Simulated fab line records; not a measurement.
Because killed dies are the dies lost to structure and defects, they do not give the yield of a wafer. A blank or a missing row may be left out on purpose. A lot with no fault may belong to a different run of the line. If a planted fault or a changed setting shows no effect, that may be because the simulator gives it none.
Which tool was responsible?	flow n5Finfet	11 lots, 33 wafers sampled, at 4 steps of a route of 1938

== WHAT THE GAUGES READ, wafer by wafer ==
N5_BEOL_M4_RC_MEAS_101.
lot	measured	on	DIBL_N (mV/V)	DIBL_P (mV/V)	IOFF_N (nA/um)	IOFF_P (nA/um)	ION_N (uA/um)	ION_P (uA/um)	SS_N (mV/dec)	SS_P (mV/dec)	VT_N (mV)	VT_P (mV)
L892	day 7 17:22	prober-01	32.1 33.0 31.8	33.7 33.8 33.3	0.12 0.14 0.12	0.18 0.18 0.17	657 671 663	456 459 459	70.5 71.7 70.7	72.6 72.8 72.1	254 254 252	-254 -254 -250
L895	day 8 17:45	prober-02	40.0 35.5 40.0	40.1 35.4 41.3	0.22 0.14 0.24	0.28 0.20 0.32	691 664 700	467 455 482	72.0 71.4 72.0	73.9 73.4 73.7	243 251 242	-243 -251 -243
L896	day 8 18:52	prober-01	29.9 35.4 32.0	30.0 36.9 32.9	0.09 0.16 0.11	0.13 0.22 0.17	677 671 675	470 467 475	69.7 71.6 71.5	71.6 72.5 71.8	256 245 254	-257 -249 -250
L898	day 9 07:55	prober-01	34.7 39.3 35.2	36.8 41.9 37.8	0.13 0.24 0.14	0.22 0.32 0.23	668 697 660	469 476 461	71.1 72.0 70.2	74.0 74.6 74.2	250 244 253	-248 -243 -248
L899	day 9 20:40	prober-02	30.3 31.6 36.3	32.5 34.5 39.7	0.10 0.12 0.23	0.14 0.16 0.26	645 651 681	441 453 464	71.2 70.9 73.6	71.8 72.6 73.7	256 252 244	-257 -254 -246
L901	day 10 02:14	prober-01	39.2 35.1 33.3	43.4 35.1 35.7	0.28 0.17 0.13	0.32 0.18 0.17	689 666 677	470 456 463	72.0 71.2 69.9	75.1 73.2 72.6	242 249 251	-244 -254 -254
L905	day 10 23:24	prober-01	38.9 33.3 36.2	38.3 32.8 35.1	0.19 0.10 0.14	0.23 0.16 0.18	687 648 654	462 446 446	72.6 70.9 72.4	74.1 72.7 73.5	248 258 253	-250 -253 -251
L910	day 13 08:08	prober-02	34.8 31.6 27.6	37.1 33.3 28.4	0.16 0.11 0.07	0.19 0.14 0.11	679 664 649	462 454 455	71.5 70.2 69.4	73.4 72.8 71.7	248 258 258	-252 -256 -257
L913	day 13 17:27	prober-01	36.2 35.2 38.7	37.5 35.9 40.4	0.17 0.15 0.22	0.23 0.21 0.29	690 686 685	470 475 466	71.2 71.5 72.0	73.6 72.8 74.1	246 250 244	-248 -248 -246
L914	day 14 07:53	prober-01	36.6 35.8 35.0	39.2 38.0 36.9	0.19 0.16 0.14	0.24 0.21 0.20	694 684 669	479 469 461	70.8 71.7 71.0	73.8 73.5 73.1	242 248 252	-249 -251 -250
L915	day 14 13:20	prober-01	35.6 37.2 35.3	36.6 38.3 36.1	0.14 0.17 0.13	0.17 0.19 0.16	672 683 650	454 463 445	71.1 71.8 70.9	72.9 73.6 73.2	252 251 254	-256 -254 -258

== WHAT TOOL EACH LOT RAN ON (gives the tool, then ch and the chambers of the sampled wafers, and finally the start) ==
lot	N5_BEOL_M3_ANNEAL_80	N5_BEOL_M3_ANNEAL_82	N5_BEOL_M3_CMP_52
L892	pvdSputter-01, day 7 06:47	pvdSputter-01, day 7 07:01	cmp-01 ch 0,1, day 7 09:03
L895	pvdSputter-02, day 8 04:43	pvdSputter-02, day 8 04:56	cmp-02 ch 1,2, day 8 07:05
L896	pvdSputter-01, day 8 07:31	pvdSputter-01, day 8 07:44	cmp-04 ch 0,1, day 8 09:30
L898	pvdSputter-02, day 8 19:53	pvdSputter-02, day 8 20:06	cmp-02 ch 0,1,2, day 8 21:52
L899	pvdSputter-03, day 9 05:40	pvdSputter-03, day 9 05:53	cmp-04 ch 2,3, day 9 07:59
L901	pvdSputter-02, day 9 08:23	pvdSputter-02, day 9 08:37	cmp-04 ch 0,1,2, day 9 14:14
L905	pvdSputter-03, day 10 10:41	pvdSputter-03, day 10 10:55	cmp-02 ch 0,1,3, day 10 12:43
L910	pvdSputter-02, day 12 15:52	pvdSputter-02, day 12 16:05	cmp-02 ch 0,1,2, day 12 17:51
L913	pvdSputter-03, day 12 23:50	pvdSputter-03, day 13 00:03	cmp-01 ch 0,1,3, day 13 01:52
L914	pvdSputter-03, day 13 12:11	pvdSputter-03, day 13 12:24	cmp-02 ch 0,1, day 13 14:13
L915	pvdSputter-03, day 13 19:09	pvdSputter-03, day 13 19:22	cmp-04 ch 0,2,3, day 13 21:13
- N5_BEOL_M3_ANNEAL_80: time 240 s.
- N5_BEOL_M3_ANNEAL_82: time 240 s.
- N5_BEOL_M3_CMP_52: polishes, stops on SiOC, t overpolish 6.8 s, target thk 40 nm.

== AS READ BY THE TOOLS THEMSELVES (means over the sampled wafers that have a number; for cases with no such wafer, the mark the record gives instead) ==
N5_BEOL_M3_ANNEAL_80.
lot	tool	heaterPowerW (W)	susceptor_temp_C_max
L892	pvdSputter-01	801	400.8
L895	pvdSputter-02	907	401.1
L896	pvdSputter-01	745	401.1
L898	pvdSputter-02	886	400.8
L899	pvdSputter-03	807	400.8
L901	pvdSputter-02	870	400.6
L905	pvdSputter-03	806	400.7
L910	pvdSputter-02	866	400.5
L913	pvdSputter-03	797	401.1
L914	pvdSputter-03	835	401.0
L915	pvdSputter-03	836	400.8

N5_BEOL_M3_ANNEAL_82.
lot	tool	heaterPowerW (W)	susceptor_temp_C_max
L892	pvdSputter-01	798	400.8
L895	pvdSputter-02	893	400.8
L896	pvdSputter-01	747	400.9
L898	pvdSputter-02	899	400.6
L899	pvdSputter-03	795	400.3
L901	pvdSputter-02	866	400.9
L905	pvdSputter-03	796	400.8
L910	pvdSputter-02	856	400.3
L913	pvdSputter-03	813	401.0
L914	pvdSputter-03	835	401.0
L915	pvdSputter-03	829	400.9

N5_BEOL_M3_CMP_52.
lot	tool	barrierFieldEndpointS (s)	motorCurrentA (A)	overpolishRunS (s)	padLifeWafers	timeToEndpointS (s)
L892	cmp-01	24.5	5.5	6.800	1693	62
L895	cmp-02	24.8	6.4	6.803	968	64
L896	cmp-04	25.0	6.0	6.796	589	65
L898	cmp-02	24.3	6.6	6.789	1094	62
L899	cmp-04	25.4	6.1	6.801	788	69
L901	cmp-04	26.1	6.0	6.797	836	71
L905	cmp-02	25.2	6.8	6.808	1388	63
L910	cmp-02	30.4	6.6	6.805	1796	78
L913	cmp-01	26.1	5.3	6.803	716	68
L914	cmp-02	31.0	6.6	6.806	1964	79
L915	cmp-04	24.9	6.1	6.794	1581	69

== THE ANSWER, worked out from the rows above alone ==
Rule: the usual values come from the lots themselves. The widest of any qualifying gaps counts: lots, ordered by their means at a reading, are off when they make up no more than a third of the lots, leave a main group of 4 or more, and stand apart from it by 3 or more times the standard deviation of that group's means. If all means in a main group match to the digits the tables above print for the reading, that group is not used. A lot without any number at a reading at which 4 lots or more have one is off too. Any other lot the step has rows for is counted as sound. The gauges are gone through in route order, then the tools' own readings, and for those a lot's mean is taken as printed above. The first step at which some lot is off is used, and at that step the reading that is off furthest; a lot without a number counts as furthest.
Off at N5_BEOL_M3_CMP_52 (barrierFieldEndpointS): L910, L914. Main group: mean 25.1 s, sd 0.6.
If a tool, at that step or one of the process steps before it, ran each lot that is off and ran no sound lot following the first of them, it fits. One fits: N5_BEOL_M3_CMP_52 on cmp-02. A fault onset in the window from L905 (day 10 12:43, its last sound lot) to L910 (day 12 17:51, its first lot off) fits.
The tool's own readings at N5_BEOL_M3_CMP_52 bear it out: on the lots that are off they differ by more than 5 times the standard deviation of the sound lots' means. barrierFieldEndpointS reads 30.7 s there against 25.1 s on the sound lots.

== WHAT THE SIMULATOR PUT IN ==
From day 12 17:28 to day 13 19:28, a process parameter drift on cmp-02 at N5_BEOL_M3_CMP_52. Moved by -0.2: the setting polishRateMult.
Lots struck among those shown: L910, L914. Same finding as the rule above.
